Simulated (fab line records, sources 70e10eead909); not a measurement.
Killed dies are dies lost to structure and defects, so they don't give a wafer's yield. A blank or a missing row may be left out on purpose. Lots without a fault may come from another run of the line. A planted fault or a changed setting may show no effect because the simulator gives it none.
Which tool did it? | flow nand_harc | 13 lots, 33 wafers sampled, at 5 steps of a route of 1302

WHAT THE GAUGES READ, wafer by wafer
NHARC_A_ZERO_WELL_CD_MEAS_10: target cd 2000 nm. Usual: cd_nm 2000.8 nm, standard deviation 1.8.
lot  | measured     | on        | cd_nm (nm)           | flag
L326 | day 6 15:27  | cd_sem-03 | 2000.5 1998.6 2002.7 |
L328 | day 7 09:50  | cd_sem-02 | 1998.9 2001.7 2000.2 |
L330 | day 10 23:35 | cd_sem-02 | 2002.1 2000.4 1997.6 |
L335 | day 11 04:46 | cd_sem-01 | 1999.9 1999.9 2000.4 |
L331 | day 11 12:56 | cd_sem-02 | 1999.1               |
L337 | day 11 14:14 | cd_sem-02 | 1999.3               |
L338 | day 11 17:43 | cd_sem-03 | 1999.8               |
L344 | day 14 09:54 | cd_sem-01 | 1999.8 1998.7 2000.5 |
L345 | day 14 12:02 | cd_sem-01 | 2002.3 2002.8 2002.0 |
L346 | day 14 23:04 | cd_sem-01 | 1999.5 2000.3 1999.8 |
L347 | day 15 19:44 | cd_sem-01 | 1998.9 2000.9 1999.5 |
L348 | day 16 01:28 | cd_sem-03 | 2000.6 1999.7 1999.8 |
L349 | day 16 06:18 | cd_sem-01 | 2003.9 2002.1 2000.7 |

NHARC_END_SORT_01. Usual: killed_at_array 54, standard deviation 18; killed_at_other 0.9, standard deviation 1.2; killed_at_periphery 4.4, standard deviation 2.9; killed_dies 59, standard deviation 18; killed_open 3.2, standard deviation 1.8; killed_short 2.6, standard deviation 1.8.
lot  | measured     | on        | killed_at_array | killed_at_other | killed_at_periphery | killed_dies | killed_open | killed_short | flag
L335 | day 30 17:20 | prober-02 | 71              | 1               | 0                   | 72          | 5           | 6            |

WHICH TOOL RAN EACH LOT (tool, then ch and the chambers of the sampled wafers, then the start)
lot  | NHARC_P_BONDPAD_PVD_17                  | NHARC_P_BONDPAD_PVD_27                  | NHARC_A_ZERO_WELL_SOFTBAKE_05
L326 | pvd_sputter-03, day 6 15:00 or earlier  | pvd_sputter-03, day 6 15:00 or earlier  | litho_track-02 ch 0, day 6 15:00
L328 | pvd_sputter-02, day 7 09:00 or earlier  | pvd_sputter-02, day 7 09:00 or earlier  | litho_track-02 ch 0, day 7 09:00
L330 | pvd_sputter-01, day 10 23:00 or earlier | pvd_sputter-01, day 10 23:00 or earlier | litho_track-02 ch 0, day 10 23:00
L335 | pvd_sputter-03, day 11 04:00 or earlier | pvd_sputter-03, day 11 04:00 or earlier | litho_track-07 ch 0, day 11 04:00
L331 | pvd_sputter-01, day 11 10:02            | pvd_sputter-01, day 11 12:00 or earlier | litho_track-03 ch 0, day 11 12:00
L337 | pvd_sputter-02, day 11 13:00 or earlier | pvd_sputter-02, day 11 13:00 or earlier | litho_track-03 ch 0, day 11 13:00
L338 | pvd_sputter-01, day 11 17:00 or earlier | pvd_sputter-01, day 11 17:00 or earlier | litho_track-03 ch 0, day 11 17:00
L344 | pvd_sputter-01, day 14 09:00 or earlier | pvd_sputter-01, day 14 09:00 or earlier | litho_track-03 ch 0, day 14 09:00
L345 | pvd_sputter-02, day 14 11:00 or earlier | pvd_sputter-02, day 14 11:00 or earlier | litho_track-07 ch 0, day 14 11:00
L346 | pvd_sputter-01, day 14 22:00 or earlier | pvd_sputter-01, day 14 22:00 or earlier | litho_track-02 ch 0, day 14 22:00
L347 | pvd_sputter-01, day 15 19:00 or earlier | pvd_sputter-01, day 15 19:00 or earlier | litho_track-03 ch 0, day 15 19:00
L348 | pvd_sputter-03, day 16 01:00 or earlier | pvd_sputter-03, day 16 01:00 or earlier | litho_track-07 ch 0, day 16 01:00
L349 | pvd_sputter-02, day 16 05:00 or earlier | pvd_sputter-02, day 16 05:00 or earlier | litho_track-03 ch 0, day 16 05:00
- NHARC_P_BONDPAD_PVD_17: deposits TaN, target thk 5 nm, time 8.06 s.
- NHARC_P_BONDPAD_PVD_27: deposits Cu, target thk 30 nm, time 20.49 s.
- NHARC_A_ZERO_WELL_SOFTBAKE_05: time 70 s.

WHAT THE TOOLS THEMSELVES READ (means of the sampled wafers that have a number; where no wafer has one, the mark that the record gives instead)
NHARC_P_BONDPAD_PVD_17. Usual: throttle_valve_pct 29.8 %, standard deviation 1.2.
lot  | tool           | throttle_valve_pct (%) | flag
L326 | pvd_sputter-03 | 29.3                   |
L328 | pvd_sputter-02 | 29.6                   |
L330 | pvd_sputter-01 | 29.8                   |
L335 | pvd_sputter-03 | 30.3                   |
L331 | pvd_sputter-01 | 30.6                   |
L337 | pvd_sputter-02 | 29.3                   |
L338 | pvd_sputter-01 | 27.1                   |
L344 | pvd_sputter-01 | 28.2                   |
L345 | pvd_sputter-02 | 30.3                   |
L346 | pvd_sputter-01 | 30.1                   |
L347 | pvd_sputter-01 | 28.3                   |
L348 | pvd_sputter-03 | 29.8                   |
L349 | pvd_sputter-02 | 30.5                   |

NHARC_P_BONDPAD_PVD_27. Usual: throttle_valve_pct 29.8 %, standard deviation 1.1.
lot  | tool           | throttle_valve_pct (%) | flag
L326 | pvd_sputter-03 | 29.3                   |
L328 | pvd_sputter-02 | 30.2                   |
L330 | pvd_sputter-01 | 29.1                   |
L335 | pvd_sputter-03 | 30.1                   |
L331 | pvd_sputter-01 | 29.5                   |
L337 | pvd_sputter-02 | 30.4                   |
L338 | pvd_sputter-01 | 30.5                   |
L344 | pvd_sputter-01 | 29.9                   |
L345 | pvd_sputter-02 | 30.2                   |
L346 | pvd_sputter-01 | 29.3                   |
L347 | pvd_sputter-01 | 29.6                   |
L348 | pvd_sputter-03 | 29.7                   |
L349 | pvd_sputter-02 | 30.1                   |

NHARC_A_ZERO_WELL_SOFTBAKE_05. Usual: heater_power_total_W 201.0 W, standard deviation 1.3; plate_temp_C 125.00 C, standard deviation 0.14.
lot  | tool           | heater_power_total_W (W) | plate_temp_C (C) | flag
L326 | litho_track-02 | 200.2                    | 124.95           |
L328 | litho_track-02 | 200.2                    | 125.03           |
L330 | litho_track-02 | 200.5                    | 124.94           |
L335 | litho_track-07 | 200.7                    | 124.72           |
L331 | litho_track-03 | 206.9                    | -                | OFF
L337 | litho_track-03 | 202.7                    | 125.03           |
L338 | litho_track-03 | 200.3                    | 125.29           |
L344 | litho_track-03 | 202.2                    | 125.10           |
L345 | litho_track-07 | 201.5                    | 124.87           |
L346 | litho_track-02 | 201.3                    | 124.97           |
L347 | litho_track-03 | 200.7                    | 125.09           |
L348 | litho_track-07 | 201.3                    | 124.98           |
L349 | litho_track-03 | 201.6                    | 124.99           |

THE ANSWER, worked out from the rows above alone
Rule: a lot is off if the mean of its wafers that have a number lies more than 3 standard deviations from the usual mean. A lot without any number at a reading at which 4 lots or more have one is off too. The other lots that the step has rows for count as sound. The gauges are gone through in route order, then the tools' own readings, and for those a lot's mean is taken as printed above. The first step at which some lot is off is used, and at that step the reading that is off furthest; a lot without a number counts as furthest.
Off: L331, at NHARC_A_ZERO_WELL_SOFTBAKE_05 (plate_temp_C). Without a number there: L331.
A tool fits if, at that step or a process step before it, it ran every lot that is off, and no sound lot after the first of them. NHARC_P_BONDPAD_PVD_17 gives no start for some lots, so the hours and the order of its lots are those of NHARC_A_ZERO_WELL_SOFTBAKE_05. NHARC_P_BONDPAD_PVD_27 gives no start for some lots, so the hours and the order of its lots are those of NHARC_A_ZERO_WELL_SOFTBAKE_05. None of those tried fits.

WHAT THE SIMULATOR HAD PUT IN
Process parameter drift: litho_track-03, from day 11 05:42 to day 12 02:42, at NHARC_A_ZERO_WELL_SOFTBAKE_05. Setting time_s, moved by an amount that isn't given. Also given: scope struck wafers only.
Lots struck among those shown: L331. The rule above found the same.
